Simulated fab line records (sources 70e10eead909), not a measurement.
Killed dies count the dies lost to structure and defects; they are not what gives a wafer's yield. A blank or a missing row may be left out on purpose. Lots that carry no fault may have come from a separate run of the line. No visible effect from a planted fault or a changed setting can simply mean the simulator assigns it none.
Chamber matching || flow nand harc || NHARC_A_M1_DEP_33 on pecvd-01 has 3 sister chambers
The step deposits SiCN, target thk 30 nm. 6 wafers are shown with their chamber, then 8 later ones without.

== WAFERS WITH THEIR CHAMBER ==
{"wafer": "L085.5", "chamber": 1, "heater power w (W)": 576}
{"wafer": "L085.6", "chamber": 2, "heater power w (W)": 373}
{"wafer": "L089.1", "chamber": 0, "heater power w (W)": 565}
{"wafer": "L089.5", "chamber": 0, "heater power w (W)": 555}
{"wafer": "L089.6", "chamber": 1, "heater power w (W)": 595}
{"wafer": "L094.1", "chamber": 2, "heater power w (W)": 402}

== WAFERS WITH NO CHAMBER GIVEN ==
{"wafer": "L094.4", "heater power w (W)": 397}
{"wafer": "L094.6", "heater power w (W)": 628}
{"wafer": "L096.1", "heater power w (W)": 399}
{"wafer": "L096.2", "heater power w (W)": 647}
{"wafer": "L096.4", "heater power w (W)": 595}
{"wafer": "L097.2", "heater power w (W)": 417}
{"wafer": "L097.3", "heater power w (W)": 599}
{"wafer": "L097.4", "heater power w (W)": 426}

== WHICH CHAMBER EACH ONE RAN IN ==
{"wafer": "L094.4", "from the rows above": 2, "in truth": 2}
{"wafer": "L094.6", "from the rows above": "can't be placed: 1 or 0", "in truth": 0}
{"wafer": "L096.1", "from the rows above": 2, "in truth": 2}
{"wafer": "L096.2", "from the rows above": "can't be placed: 1 or 0", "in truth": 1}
{"wafer": "L096.4", "from the rows above": "can't be placed: 1 or 0", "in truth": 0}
{"wafer": "L097.2", "from the rows above": 2, "in truth": 2}
{"wafer": "L097.3", "from the rows above": "can't be placed: 1 or 0", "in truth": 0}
{"wafer": "L097.4", "from the rows above": 2, "in truth": 2}
Correctly placed: 4 of 8. From these rows, 4 cannot be placed; in 4 the true chamber is one of the candidates. Number placed wrongly: 0.
How it was worked out, from the rows above alone: a wafer's distance from a chamber is the root of the sum, over the readings, of the square of ((its reading less the chamber's mean) divided by the reading's scatter). If the next closest chamber is less than 2 further off than the closest, the wafer can't be placed; otherwise it belongs to the closest. A chamber's mean is the mean of its shown wafers. The scatter is the square root of a quotient: the sum, over the shown wafers, of each reading's squared deviation from its chamber's mean, divided by wafers minus chambers.
